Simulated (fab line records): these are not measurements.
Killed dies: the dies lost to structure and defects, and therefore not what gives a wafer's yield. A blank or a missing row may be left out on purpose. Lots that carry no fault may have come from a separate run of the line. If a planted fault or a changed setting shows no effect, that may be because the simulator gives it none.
fab line records + flow n5_finfet
record
- lots=8
- wafers=24
- last_day=17
route steps=1938 shown BEOL_M0_SAQP@672 BEOL_M0_CUTY@710 BEOL_M4@1111 PASSIVATION@1936
lots that met no fault: from a run of the same line without faults
start_h: the number of hours between the record's first day and the start of the first shown wafer of the lot + wait_h: hours from the lot's prior step to this one + " repeats the value in the row above + L1.1+2: several wafers, shown together as one row + - either no value or no given start + * or withheld: withheld + < > ~ a bound
route shown NAME@n: names a module that has steps shown in the file, with the first one's number in the route + usual: mean/standard deviation of fault-free wafers + same: alike in all rows + chamber/n: place in a boat + sites: per-site readings + _std_site: standard deviation across them + _edge_site: inner sites' mean taken away from outer sites' mean + radius_mm: for every site, how far away it sits from the centre of the wafer + mask NAME#n: copy n + behind: the tool/chamber that last shaped the wafer + hold: what put the lot on hold/how long, in hours/how the hold closed + device: the transistor (n, p or np) that didn't switch + end of line: tests run on the same wafers once the route is complete + step lacking rows: just its recipe + killed: at the first sort, the dies lost to defects and structure; wafer yield is something else + map: dies across one wafer; x = killed, . = not, _ = none there
set.NAME: setting as actually run; set.NAME@STEP: the setting as run at that earlier step + model.NAME: the simulator's own value behind a step, which no gauge read
route steps across a sampled set of lots; one table per step, one row per wafer
services: the hour from which a tool's chamber was out of use, counted from the record's first day as start_h (under 0 if before that day), plus the number of hours and why
## steps
# step N5_BEOL_M0_SAQP_ETCH_106
# recipe
- chemistry=N2/H2
- target=SOC
- target_depth_a=1500
- stop_on=SiNx
- ion_energy_ev=100
- bias_w=61
- pressure_mtorr=30
- source_w=850
- n2_flow_sccm=200
- h2_flow_sccm=200
# usual
- chamber_pressure_mTorr=30.002/0.027
- drypump_motor_current_A=5.8/0.64
- oes_product_au=0.79/0.096
- rf_vpp_V=241.0/1.5
- showerhead_plenum_p_Torr=2.57/0.1
- throttle_valve_pct=17.79/0.27
| lot.wafer | tool        | chamber | start_h | wait_h | chamber_pressure_mTorr | drypump_motor_current_A | oes_product_au | rf_hours_counter_h | rf_vpp_V | showerhead_plenum_p_Torr | throttle_valve_pct |
|-----------|-------------|---------|---------|--------|------------------------|-------------------------|----------------|--------------------|----------|--------------------------|--------------------|
| L779.2    | rie_diel-01 | 2       | 122.95  | -      | 29.996                 | 6.4                     | 0.75           | 163                | 242.7    | 2.65                     | 18.22              |
| L779.4    | "           | 0       | "       | "      | 30.004                 | 6.0                     | 0.70           | 232                | 240.9    | 2.62                     | 18.02              |
| L779.6    | "           | 2       | "       | "      | 29.998                 | 6.4                     | 0.75           | -                  | 241.8    | 2.65                     | 18.21              |
| L783.1    | rie_diel-01 | 1       | 146.99  | -      | 29.996                 | 5.8                     | 0.93           | 19                 | 243.0    | 2.71                     | 17.48              |
| L783.3    | "           | 0       | "       | "      | 30.003                 | 6.0                     | 0.68           | 241                | 241.7    | 2.62                     | 18.02              |
| L783.6    | "           | 2       | "       | "      | 29.989                 | 6.4                     | 0.74           | -                  | 242.8    | 2.64                     | 18.25              |
| L785.1    | rie_diel-03 | 3       | 158.06  | -      | 29.966                 | 5.2                     | 0.77           | 118                | 239.9    | 2.36                     | 17.62              |
| L785.4    | "           | 0       | "       | "      | 29.984                 | 5.4                     | 0.70           | 223                | 243.1    | 2.61                     | 17.84              |
| L785.6    | "           | 3       | "       | "      | 30.019                 | 5.2                     | 0.77           | -                  | 238.3    | 2.36                     | 17.64              |
| L790.2    | rie_diel-01 | 2       | 189.42  | -      | 30.014                 | 6.4                     | 0.73           | 188                | 243.4    | 2.64                     | 18.26              |
| L790.5    | "           | 2       | "       | "      | 30.001                 | 6.4                     | 0.73           | -                  | 241.4    | 2.64                     | 18.27              |
| L790.6    | "           | 0       | "       | "      | 30.026                 | 6.0                     | 0.68           | -                  | 241.4    | 2.61                     | 18.06              |
| L791.2    | rie_diel-05 | 3       | 202.25  | -      | 29.992                 | 6.8                     | 0.77           | 153                | 240.2    | 2.44                     | 17.84              |
| L791.3    | "           | 2       | "       | "      | 30.032                 | 6.2                     | 0.70           | 182                | 240.7    | 2.42                     | 17.90              |
| L791.5    | "           | 2       | "       | "      | 30.001                 | 6.3                     | 0.70           | -                  | 238.7    | 2.42                     | 17.89              |
| L794.4    | rie_diel-01 | 3       | 215.63  | -      | 29.993                 | 4.9                     | 0.94           | -                  | 242.0    | 2.61                     | 17.41              |
| L794.5    | "           | 2       | "       | "      | 30.038                 | 6.4                     | 0.72           | -                  | 242.6    | 2.63                     | 18.27              |
| L794.6    | "           | 1       | "       | "      | 30.019                 | 5.8                     | 0.88           | -                  | 241.9    | 2.70                     | 17.53              |
| L799.2    | rie_diel-05 | 1       | 245.44  | -      | 29.975                 | 6.0                     | 0.92           | 13                 | 239.2    | 2.51                     | 17.94              |
| L799.3    | "           | 0       | "       | "      | 30.020                 | 4.7                     | 0.84           | 60                 | 239.4    | 2.47                     | 17.55              |
| L799.6    | "           | 3       | "       | "      | 30.042                 | 6.8                     | 0.75           | -                  | 238.6    | 2.44                     | 17.87              |
| L800.1    | rie_diel-01 | 0       | 250.21  | -      | 29.964                 | 6.0                     | 0.97           | 9                  | 241.3    | 2.61                     | 17.66              |
| L800.4    | "           | 1       | "       | "      | 30.009                 | 5.8                     | 0.86           | -                  | 242.0    | 2.69                     | 17.55              |
| L800.5    | "           | 3       | "       | "      | 29.995                 | 4.8                     | 0.90           | -                  | 241.3    | 2.60                     | 17.43              |
# step N5_BEOL_M0_SAQP_SPACER2_ALD_26
# recipe
- material=SiO2
- target_thk_a=150
- temp_c=300
- ald_precursor_family=BDEAS
- ald_co_reactant=O2-plasma
- pulse_time_s=1
- purge_time_s=2
- co_reactant_purge_time_s=2
- pressure_torr=2
# usual
- heater_power_w=436/54
- precursor_pulse_height_rel=1.001/0.021
| lot.wafer | tool       | chamber | start_h | wait_h | heater_power_w | precursor_pulse_height_rel |
|-----------|------------|---------|---------|--------|----------------|----------------------------|
| L779.2    | ald_sin-01 | 2       | 123.26  | 0.1    | 489            | 0.995                      |
| L779.4    | "          | 0       | "       | "      | 381            | 0.985                      |
| L779.6    | "          | 2       | "       | "      | 473            | 0.960                      |
| L783.1    | ald_sin-01 | 0       | 147.29  | 0.1    | 372            | 0.991                      |
| L783.3    | "          | 3       | "       | "      | 394            | 1.037                      |
| L783.6    | "          | 2       | "       | "      | 478            | 0.983                      |
| L785.1    | ald_sin-01 | 3       | 158.36  | 0.1    | 410            | 0.977                      |
| L785.4    | "          | 1       | "       | "      | 519            | 1.023                      |
| L785.6    | "          | 2       | "       | "      | 488            | 0.980                      |
| L790.2    | ald_sin-01 | 1       | 191.29  | 1.7    | 513            | 0.990                      |
| L790.5    | "          | 0       | "       | "      | 376            | 0.973                      |
| L790.6    | "          | 1       | "       | "      | 499            | 1.005                      |
| L791.2    | ald_sin-01 | 0       | 202.56  | 0.1    | 378            | 1.012                      |
| L791.3    | "          | 1       | "       | "      | 523            | 1.015                      |
| L791.5    | "          | 3       | "       | "      | 405            | 1.022                      |
| L794.4    | ald_sin-03 | 2       | 215.92  | 0.1    | 367            | 0.995                      |
| L794.5    | "          | 2       | "       | "      | 370            | 1.003                      |
| L794.6    | "          | 3       | "       | "      | 395            | 1.000                      |
| L799.2    | ald_sin-03 | 1       | 245.75  | 0.1    | 450            | 1.014                      |
| L799.3    | "          | 3       | "       | "      | 392            | 1.020                      |
| L799.6    | "          | 2       | "       | "      | 367            | 1.008                      |
| L800.1    | ald_sin-02 | 1       | 250.71  | 0.3    | 422            | 0.998                      |
| L800.4    | "          | 2       | "       | "      | 477            | 1.004                      |
| L800.5    | "          | 0       | "       | "      | 448            | 1.021                      |
# step N5_BEOL_M0_SAQP_OVL_MEAS_41
# recipe
- points_per_wafer=522
# usual
- M0_CUT1_OVL=-0.4/0.76
| lot.wafer | tool       | chamber | start_h | wait_h | M0_CUT1_OVL[nm] |
|-----------|------------|---------|---------|--------|-----------------|
| L779.2    | overlay-02 | 0       | 124.35  | 0.0    | 1.1             |
| L779.4    | "          | 0       | "       | "      | -0.4            |
| L779.6    | "          | 0       | "       | "      | -0.7            |
| L783.1    | overlay-02 | 0       | 148.61  | 0.0    | -0.6            |
| L783.3    | "          | 0       | "       | "      | -0.2            |
| L783.6    | "          | 0       | "       | "      | 2.2             |
| L785.1    | overlay-02 | 0       | 159.45  | 0.0    | -1.3            |
| L785.4    | "          | 0       | "       | "      | -1.7            |
| L785.6    | "          | 0       | "       | "      | -1.3            |
| L790.2    | overlay-02 | 0       | 192.56  | 0.0    | -1.0            |
| L790.5    | "          | 0       | "       | "      | -1.3            |
| L790.6    | "          | 0       | "       | "      | -0.8            |
| L791.2    | overlay-02 | 0       | 203.66  | 0.0    | -0.6            |
| L791.3    | "          | 0       | "       | "      | -0.9            |
| L791.5    | "          | 0       | "       | "      | -1.7            |
| L794.4    | overlay-02 | 0       | 217.02  | 0.0    | 1.2             |
| L794.5    | "          | 0       | "       | "      | 1.1             |
| L794.6    | "          | 0       | "       | "      | 1.6             |
| L799.2    | overlay-01 | 0       | 247.09  | 0.0    | -0.5            |
| L799.3    | "          | 0       | "       | "      | -0.1            |
| L799.6    | "          | 0       | "       | "      | 0.1             |
| L800.1    | overlay-01 | 0       | 252.03  | 0.0    | -0.6            |
| L800.4    | "          | 0       | "       | "      | -0.6            |
| L800.5    | "          | 0       | "       | "      | -0.2            |
# step N5_BEOL_M0_SAQP_INSPECT_42
# recipe
- mode=adi
- inspect_instrument=brightfield
# usual
- raw_defect_count=289/78
| lot.wafer | tool              | chamber | start_h | wait_h | raw_defect_count |
|-----------|-------------------|---------|---------|--------|------------------|
| L779.2    | defect_inspect-02 | -       | 124.40  | 0.0    | 408              |
| L779.4    | "                 | -       | "       | "      | 308              |
| L779.6    | "                 | -       | "       | "      | 313              |
| L783.1    | defect_inspect-01 | -       | 148.66  | 0.1    | 268              |
| L783.3    | "                 | -       | "       | "      | 158              |
| L783.6    | "                 | -       | "       | "      | 216              |
| L785.1    | defect_inspect-01 | -       | 159.51  | 0.1    | 266              |
| L785.4    | "                 | -       | "       | "      | 245              |
| L785.6    | "                 | -       | "       | "      | 376              |
| L790.2    | defect_inspect-02 | -       | 192.61  | 0.0    | 918              |
| L790.5    | "                 | -       | "       | "      | 1118             |
| L790.6    | "                 | -       | "       | "      | 1035             |
| L791.2    | defect_inspect-02 | -       | 203.71  | 0.0    | 1088             |
| L791.3    | "                 | -       | "       | "      | 984              |
| L791.5    | "                 | -       | "       | "      | 1244             |
| L794.4    | defect_inspect-02 | -       | 217.06  | 0.0    | 238              |
| L794.5    | "                 | -       | "       | "      | 531              |
| L794.6    | "                 | -       | "       | "      | 228              |
| L799.2    | defect_inspect-02 | -       | 247.14  | 0.0    | 315              |
| L799.3    | "                 | -       | "       | "      | 223              |
| L799.6    | "                 | -       | "       | "      | 471              |
| L800.1    | defect_inspect-02 | -       | 252.09  | 0.1    | 224              |
| L800.4    | "                 | -       | "       | "      | 479              |
| L800.5    | "                 | -       | "       | "      | 509              |
# step N5_BEOL_M0_SAQP_DESCUM_45
# recipe
- chemistry=O2
- time_s=7
- source_power_w=50
- bias_power_w=20
- pressure_mtorr=20
- rf_frequency_hz=2.712e+07
- temp_c=40
- resist=CAR-EUV
- o2_flow_sccm=225
# usual
- chamber_pressure_mTorr=20.000/0.018
- drypump_motor_current_A=5.6/0.6
- oes_product_au=0.78/0.091
- rf_vpp_V=243.3/1.5
- showerhead_plenum_p_Torr=2.10/0.087
- throttle_valve_pct=20.40/0.2
| lot.wafer | tool        | chamber | start_h | wait_h | chamber_pressure_mTorr | drypump_motor_current_A | oes_product_au | rf_hours_counter_h | rf_vpp_V | showerhead_plenum_p_Torr | throttle_valve_pct |
|-----------|-------------|---------|---------|--------|------------------------|-------------------------|----------------|--------------------|----------|--------------------------|--------------------|
| L779.2    | rie_diel-05 | 0       | 124.44  | 0.0    | 19.994                 | 4.7                     | 0.92           | 20                 | 241.3    | 2.04                     | 20.13              |
| L779.4    | "           | 2       | "       | "      | 19.983                 | 6.2                     | 0.74           | 156                | 241.2    | 2.02                     | 20.63              |
| L779.6    | "           | 1       | "       | "      | 20.016                 | 6.0                     | 0.69           | -                  | 242.8    | 2.07                     | 20.71              |
| L783.1    | rie_diel-03 | 0       | 148.88  | 0.2    | 20.040                 | 5.4                     | 0.71           | 220                | 244.4    | 2.17                     | 20.41              |
| L783.3    | "           | 2       | "       | "      | 19.990                 | 5.2                     | 0.76           | 142                | 243.4    | 2.19                     | 20.33              |
| L783.6    | "           | 3       | "       | "      | 20.018                 | 5.2                     | 0.78           | -                  | 241.5    | 1.93                     | 20.17              |
| L785.1    | rie_diel-05 | 3       | 159.54  | 0.0    | 20.029                 | 6.8                     | 0.77           | 138                | 242.0    | 2.00                     | 20.37              |
| L785.4    | "           | 2       | "       | "      | 19.956                 | 6.2                     | 0.73           | 167                | 242.2    | 2.01                     | 20.63              |
| L785.6    | "           | 1       | "       | "      | 19.971                 | 6.0                     | 0.68           | -                  | 241.3    | 2.06                     | 20.71              |
| L790.2    | rie_diel-01 | 0       | 192.65  | 0.0    | 19.995                 | 6.0                     | 0.68           | 254                | 245.0    | 2.15                     | 20.67              |
| L790.5    | "           | 1       | "       | "      | 19.992                 | 5.8                     | 0.91           | -                  | 246.3    | 2.22                     | 20.22              |
| L790.6    | "           | 0       | "       | "      | 19.998                 | 6.0                     | 0.67           | -                  | 242.8    | 2.15                     | 20.66              |
| L791.2    | rie_diel-05 | 1       | 204.22  | 0.5    | 19.994                 | 6.0                     | 1.00           | 0                  | 242.2    | 2.06                     | 20.36              |
| L791.3    | "           | 3       | "       | "      | 20.026                 | 6.8                     | 0.77           | 154                | 241.6    | 2.00                     | 20.39              |
| L791.5    | "           | 0       | "       | "      | 19.980                 | 4.7                     | 0.87           | -                  | 243.0    | 2.03                     | 20.18              |
| L794.4    | rie_diel-03 | 2       | 217.09  | 0.0    | 19.996                 | 5.1                     | 0.73           | 162                | 245.2    | 2.18                     | 20.35              |
| L794.5    | "           | 2       | "       | "      | 19.997                 | 5.2                     | 0.74           | -                  | 244.3    | 2.18                     | 20.36              |
| L794.6    | "           | 1       | "       | "      | 19.971                 | 5.4                     | 0.74           | -                  | 243.2    | 2.17                     | 20.31              |
| L799.2    | rie_diel-03 | 0       | 247.28  | 0.1    | 20.014                 | 5.4                     | 0.69           | 247                | 244.7    | 2.16                     | 20.45              |
| L799.3    | "           | 2       | "       | "      | 20.001                 | 5.1                     | 0.73           | 171                | 243.4    | 2.18                     | 20.38              |
| L799.6    | "           | 3       | "       | "      | 19.993                 | 5.2                     | 0.75           | -                  | 240.8    | 1.92                     | 20.23              |
| L800.1    | rie_diel-05 | 3       | 252.12  | 0.0    | 19.989                 | 6.8                     | 0.75           | 168                | 240.9    | 1.99                     | 20.42              |
| L800.4    | "           | 0       | "       | "      | 19.994                 | 4.7                     | 0.84           | 61                 | 241.7    | 2.03                     | 20.20              |
| L800.5    | "           | 0       | "       | "      | 20.004                 | 4.7                     | 0.84           | -                  | 242.5    | 2.03                     | 20.19              |
# step N5_BEOL_M0_CUTY_INSPECT_59
# recipe
- mode=adi
- inspect_instrument=macro
# usual
- raw_defect_count=2.0/1.5
| lot.wafer | tool              | chamber | start_h | wait_h | raw_defect_count |
|-----------|-------------------|---------|---------|--------|------------------|
| L779.2    | defect_inspect-01 | -       | 125.68  | 0.0    | 1                |
| L779.4    | "                 | -       | "       | "      | 3                |
| L779.6    | "                 | -       | "       | "      | 5                |
| L783.1    | defect_inspect-01 | -       | 150.11  | 0.0    | 5                |
| L783.3    | "                 | -       | "       | "      | 2                |
| L783.6    | "                 | -       | "       | "      | 2                |
| L785.1    | defect_inspect-01 | -       | 160.93  | 0.0    | 1                |
| L785.4    | "                 | -       | "       | "      | 0                |
| L785.6    | "                 | -       | "       | "      | 2                |
| L790.2    | defect_inspect-02 | -       | 194.00  | 0.0    | >300             |
| L790.5    | "                 | -       | "       | "      | >300             |
| L790.6    | "                 | -       | "       | "      | >300             |
| L791.2    | defect_inspect-02 | -       | 205.75  | 0.0    | >300             |
| L791.3    | "                 | -       | "       | "      | >300             |
| L791.5    | "                 | -       | "       | "      | >300             |
| L794.4    | defect_inspect-01 | -       | 218.43  | 0.0    | 2                |
| L794.5    | "                 | -       | "       | "      | 1                |
| L794.6    | "                 | -       | "       | "      | 1                |
| L799.2    | defect_inspect-01 | -       | 248.65  | 0.0    | 3                |
| L799.3    | "                 | -       | "       | "      | 2                |
| L799.6    | "                 | -       | "       | "      | 0                |
| L800.1    | defect_inspect-02 | -       | 253.48  | 0.0    | 5                |
| L800.4    | "                 | -       | "       | "      | 1                |
| L800.5    | "                 | -       | "       | "      | 0                |
# step N5_BEOL_M4_RC_MEAS_101
# usual
- DIBL_N=36.3/1
- DIBL_P=36.2/1.4
- IOFF_N=0.157/0.021
- IOFF_P=0.206/0.025
- ION_N=673/9
- ION_P=461/6.4
- SS_N=71.5/0.5
- SS_P=73.2/0.47
- VT_N=249.9/2.4
- VT_P=-250.6/2.9
| lot.wafer | tool      | chamber | start_h | wait_h | DIBL_N[mV/V] | DIBL_P[mV/V] | IOFF_N[nA/um] | IOFF_P[nA/um] | ION_N[uA/um] | ION_P[uA/um] | SS_N[mV/dec] | SS_P[mV/dec] | VT_N[mV] | VT_P[mV] |
|-----------|-----------|---------|---------|--------|--------------|--------------|---------------|---------------|--------------|--------------|--------------|--------------|----------|----------|
| L779.2    | prober-02 | 0       | 178.17  | 0.2    | 36.3         | 36.9         | 0.150         | 0.209         | 659          | 457          | 71.7         | 72.9         | 252.3    | -251.1   |
| L779.4    | "         | 0       | "       | "      | 35.5         | 36.1         | 0.134         | 0.194         | 657          | 452          | 71.6         | 73.6         | 255.2    | -251.2   |
| L779.6    | "         | 0       | "       | "      | 37.9         | 38.2         | 0.171         | 0.225         | 669          | 461          | 72.7         | 74.3         | 250.0    | -252.0   |
| L783.1    | prober-01 | 0       | 201.54  | 0.0    | 37.5         | 35.9         | 0.151         | 0.199         | 668          | 464          | 71.5         | 73.9         | 250.2    | -249.6   |
| L783.3    | "         | 0       | "       | "      | 39.5         | 38.7         | 0.202         | 0.242         | 686          | 467          | 72.3         | 73.3         | 246.9    | -247.3   |
| L783.6    | "         | 0       | "       | "      | 38.3         | 37.6         | 0.181         | 0.226         | 686          | 469          | 71.5         | 73.5         | 250.7    | -250.6   |
| L785.1    | prober-02 | 0       | 206.44  | 0.0    | 36.2         | 35.7         | 0.148         | 0.186         | 673          | 457          | 71.8         | 73.9         | 250.7    | -252.1   |
| L785.4    | "         | 0       | "       | "      | 36.6         | 35.6         | 0.154         | 0.178         | 675          | 456          | 71.9         | 72.4         | 248.6    | -251.9   |
| L785.6    | "         | 0       | "       | "      | 36.2         | 35.8         | 0.151         | 0.182         | 677          | 467          | 71.1         | 73.3         | 250.7    | -252.5   |
| L790.2    | prober-01 | 0       | 247.33  | 0.2    | 35.0         | 34.8         | 0.146         | 0.197         | 674          | 465          | 71.1         | 72.9         | 250.0    | -252.0   |
| L790.5    | "         | 0       | "       | "      | 35.3         | 35.0         | 0.152         | 0.201         | 661          | 454          | 71.4         | 73.1         | 254.8    | -248.4   |
| L790.6    | "         | 0       | "       | "      | 36.3         | 36.4         | 0.173         | 0.220         | 677          | 459          | 71.4         | 72.9         | 247.7    | -250.4   |
| L791.2    | prober-01 | 0       | 251.95  | 0.2    | 36.6         | 36.7         | 0.187         | 0.259         | 685          | 470          | 71.7         | 73.0         | 247.2    | -244.2   |
| L791.3    | "         | 0       | "       | "      | 36.8         | 36.7         | 0.202         | 0.271         | 687          | 475          | 71.7         | 72.9         | 243.5    | -244.8   |
| L791.5    | "         | 0       | "       | "      | 36.1         | 34.8         | 0.169         | 0.233         | 682          | 471          | 71.1         | 72.7         | 247.3    | -248.5   |
| L794.4    | prober-02 | 0       | 268.79  | 0.5    | 35.6         | 35.9         | 0.151         | 0.179         | 665          | 455          | 70.6         | 73.3         | 248.0    | -254.9   |
| L794.5    | "         | 0       | "       | "      | 36.8         | 37.1         | 0.173         | 0.206         | 666          | 455          | 71.6         | 72.8         | 250.0    | -251.5   |
| L794.6    | "         | 0       | "       | "      | 36.5         | 37.8         | 0.172         | 0.214         | 678          | 463          | 71.6         | 73.4         | 248.5    | -252.5   |
| L799.2    | prober-02 | 0       | 301.82  | 0.2    | 37.8         | 38.4         | 0.180         | 0.230         | 674          | 462          | 71.7         | 74.2         | 248.4    | -251.4   |
| L799.3    | "         | 0       | "       | "      | 35.6         | 35.6         | 0.145         | 0.187         | 664          | 457          | 72.1         | 72.9         | 251.5    | -251.2   |
| L799.6    | "         | 0       | "       | "      | 33.4         | 32.3         | 0.106         | 0.148         | 663          | 455          | 70.7         | 72.3         | 255.4    | -255.0   |
| L800.1    | prober-02 | 0       | 306.57  | 0.0    | 36.6         | 39.0         | 0.183         | 0.210         | 688          | 469          | 71.7         | 73.4         | 246.7    | -247.7   |
| L800.4    | "         | 0       | "       | "      | 37.6         | 40.5         | 0.208         | 0.230         | 697          | 462          | 71.7         | 73.7         | 247.3    | -248.8   |
| L800.5    | "         | 0       | "       | "      | 36.7         | 38.5         | 0.187         | 0.207         | 686          | 462          | 72.0         | 73.4         | 246.2    | -249.5   |
# step N5_PASSIVATION_PROBE_49
# usual
- defect_limited_yield=91.1/1.3
- killed_at_M0_to_M3=36/10
- killed_at_M4_up=14/4.4
- killed_at_contacts=14/5.7
- killed_at_front_end=39/9.4
- killed_at_other=2.9/2.6
- killed_dies=105/15
- killed_on_rim=14/3.5
- killed_open=70/12
- killed_short=34/7.1
- sort_bin_5_function=5.3/0.77
- sort_bin_6_memory=3.3/0.66
- sort_n_pass=1075/15
- sort_yield_pct=91.1/1.3
# same
- gross_dies=1180
- killed_at_back_side=0
- sort_bin_4_leakage[%]=0
- sort_bin_8_speed[%]=0
| lot.wafer | tool      | chamber | start_h | wait_h | defect_limited_yield[%] | killed_at_M0_to_M3 | killed_at_M4_up | killed_at_contacts | killed_at_front_end | killed_at_other | killed_dies | killed_on_rim | killed_open | killed_short | sort_bin_5_function[%] | sort_bin_6_memory[%] | sort_n_pass | sort_yield_pct[%] |
|-----------|-----------|---------|---------|--------|-------------------------|--------------------|-----------------|--------------------|---------------------|-----------------|-------------|---------------|-------------|--------------|------------------------|----------------------|-------------|-------------------|
| L790.2    | prober-01 | -       | 345.69  | 0.1    | 80.1                    | 178                | 11              | 11                 | 28                  | 7               | 235         | 12            | 67          | 30           | 12.6                   | 4.6                  | 945         | 80.1              |
| L790.5    | prober-01 | -       | 345.84  | 0.2    | 84.2                    | 122                | 13              | 15                 | 32                  | 5               | 187         | 35            | 72          | 36           | 10.2                   | 3.7                  | 993         | 84.2              |
| L790.6    | prober-01 | -       | 345.89  | 0.3    | 80.8                    | 176                | 11              | 7                  | 31                  | 2               | 227         | 10            | 56          | 33           | 12.5                   | 3.6                  | 953         | 80.8              |
| L791.2    | prober-01 | -       | 360.07  | 0.1    | 84.2                    | 121                | 12              | 7                  | 45                  | 1               | 186         | 32            | 81          | 31           | 9.0                    | 4.2                  | 994         | 84.2              |
| L791.3    | prober-01 | -       | 360.12  | 0.1    | 80.8                    | 172                | 16              | 5                  | 33                  | 1               | 227         | 13            | 62          | 36           | 12.2                   | 4.4                  | 953         | 80.8              |
| L791.5    | prober-01 | -       | 360.22  | 0.2    | 84.7                    | 114                | 13              | 13                 | 39                  | 1               | 180         | 34            | 67          | 35           | 8.7                    | 4.2                  | 1000        | 84.7              |
# killed by level:class
L790.2 BEOL_M0_SAQP:unspecified=138 MOL_CONTACT_COAG:geometric_particle:open=9 BEOL_M4:geometric_particle:open=8 STI_FIN_REVEAL:geometric_particle:open=7 BEOL_M0_SAQP:geometric_particle:open=7 BEOL_M2:geometric_particle:open=7 BEOL_M3:geometric_particle:open=7 BEOL_M0_SAQP:geometric_particle:short=5
L790.5 BEOL_M0_SAQP:unspecified=77 BEOL_M2:geometric_particle:open=12 MOL_CONTACT_COAG:geometric_particle:open=10 BEOL_M0_SAQP:geometric_particle:short=8 BEOL_M3:geometric_particle:open=8 BEOL_M0_SAQP:geometric_particle:open=7 STI_FIN_REVEAL:geometric_particle:open=6 DUMMY_GATE:geometric_particle:open=5
L790.6 BEOL_M0_SAQP:unspecified=138 BEOL_M3:geometric_particle:open=13 STI_FIN_REVEAL:geometric_particle:open=9 BEOL_M4:geometric_particle:open=7 BEOL_M1:geometric_particle:open=6 MOL_CONTACT_COAG:geometric_particle:open=5 BEOL_M2:geometric_particle:short=5 DUMMY_GATE:geometric_particle:open=4
L791.2 BEOL_M0_SAQP:unspecified=73 STI_FIN_REVEAL:geometric_particle:open=17 BEOL_M0_SAQP:geometric_particle:open=14 BEOL_M0_SAQP:geometric_particle:short=11 BEOL_M3:geometric_particle:open=11 FIN_SAQP:geometric_particle:open=6 STI_FIN_REVEAL:geometric_particle:short=5 MOL_CONTACT_COAG:geometric_particle:open=5
L791.3 BEOL_M0_SAQP:unspecified=129 BEOL_M0_SAQP:geometric_particle:short=15 BEOL_M0_SAQP:geometric_particle:open=14 STI_FIN_REVEAL:geometric_particle:open=12 BEOL_M4:geometric_particle:open=5 FIN_CUT:geometric_particle:open=4 BEOL_M2:geometric_particle:open=4 BEOL_M3:geometric_particle:short=4
L791.5 BEOL_M0_SAQP:unspecified=78 BEOL_M0_SAQP:geometric_particle:open=9 FIN_SAQP:geometric_particle:open=8 DUMMY_GATE:geometric_particle:open=8 MOL_CONTACT_COAG:geometric_particle:open=8 BEOL_M0_SAQP:geometric_particle:short=8 BEOL_M4:geometric_particle:open=8 BEOL_M1:geometric_particle:open=6
## services
| tool        | chamber | start_h | hours | kind                          |
|-------------|---------|---------|-------|-------------------------------|
| rie_diel-05 | 2       | 110.34  | 6.6   | repair                        |
| ald_sin-01  | 1       | 125.40  | 1.6   | repair                        |
| rie_diel-05 | -       | 125.78  | 2.8   | pm                            |
| rie_diel-01 | 3       | 132.83  | 3.4   | repair                        |
| rie_diel-03 | -       | 137.82  | 2.8   | pm                            |
| ald_sin-01  | 0       | 165.18  | 1.3   | repair                        |
| rie_diel-01 | 0       | 171.33  | 5.5   | repair                        |
| rie_diel-01 | 3       | 177.07  | -     | clean                         |
| rie_diel-01 | 3       | 177.07  | -     | consumable_replace:focus_ring |
| rie_diel-01 | 3       | 177.07  | 20.5  | scheduled_down                |
| rie_diel-01 | 3       | 177.07  | 20.5  | vent_cycle                    |
| ald_sin-02  | -       | 177.74  | 14.0  | pm                            |
| rie_diel-05 | 1       | 180.70  | -     | clean                         |
| rie_diel-05 | 1       | 180.70  | -     | consumable_replace:focus_ring |
| rie_diel-05 | 1       | 180.70  | 22.6  | scheduled_down                |
| rie_diel-05 | 1       | 180.70  | 22.6  | vent_cycle                    |
| rie_diel-01 | -       | 202.49  | 2.8   | pm                            |
| ald_sin-02  | 2       | 229.60  | 3.7   | repair                        |
| ald_sin-01  | 2       | 233.47  | 5.1   | repair                        |
| ald_sin-03  | 2       | 235.43  | 3.2   | repair                        |
| ald_sin-01  | 1       | 237.89  | 16.2  | repair                        |
| ald_sin-03  | 1       | 241.41  | 2.0   | repair                        |
| rie_diel-01 | 2       | 247.19  | 13.3  | repair                        |
| rie_diel-03 | 2       | 251.67  | 11.3  | repair                        |
## key
first_sign
- step=N5_BEOL_M0_SAQP_INSPECT_42
- reading=raw_defect_count
- direction=up
- sigmas=9.9
- usual=289
- struck=1064
effect
- step=N5_BEOL_M0_CUTY_INSPECT_59
- reading=raw_defect_count
- direction=up
- sigmas=99+
- usual=2.0
- struck=>300
effect
- step=N5_PASSIVATION_PROBE_49
- reading=killed_at_M0_to_M3
- direction=up
- sigmas=11
- usual=36
- struck=147
more_kills_born_at
- N5_BEOL_M0_SAQP_SPACER2_ALD_26@ald_sin-01=633
met_at N5_BEOL_M0_SAQP_SPACER2_ALD_26
struck_lots L790,L791
not_acting_at N5_BEOL_M0_SAQP_ETCH_106,N5_BEOL_M0_SAQP_OVL_MEAS_41,N5_BEOL_M0_SAQP_DESCUM_45
onset_between 158.36 191.29
fault
- kind=chamber_particle_source
- tool=ald_sin-01
- chamber=-
- onset_h=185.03
- steps=N5_BEOL_M0_SAQP_SPACER2_ALD_26
- rate_per_visit_cm2=1.0833
- end_h=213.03
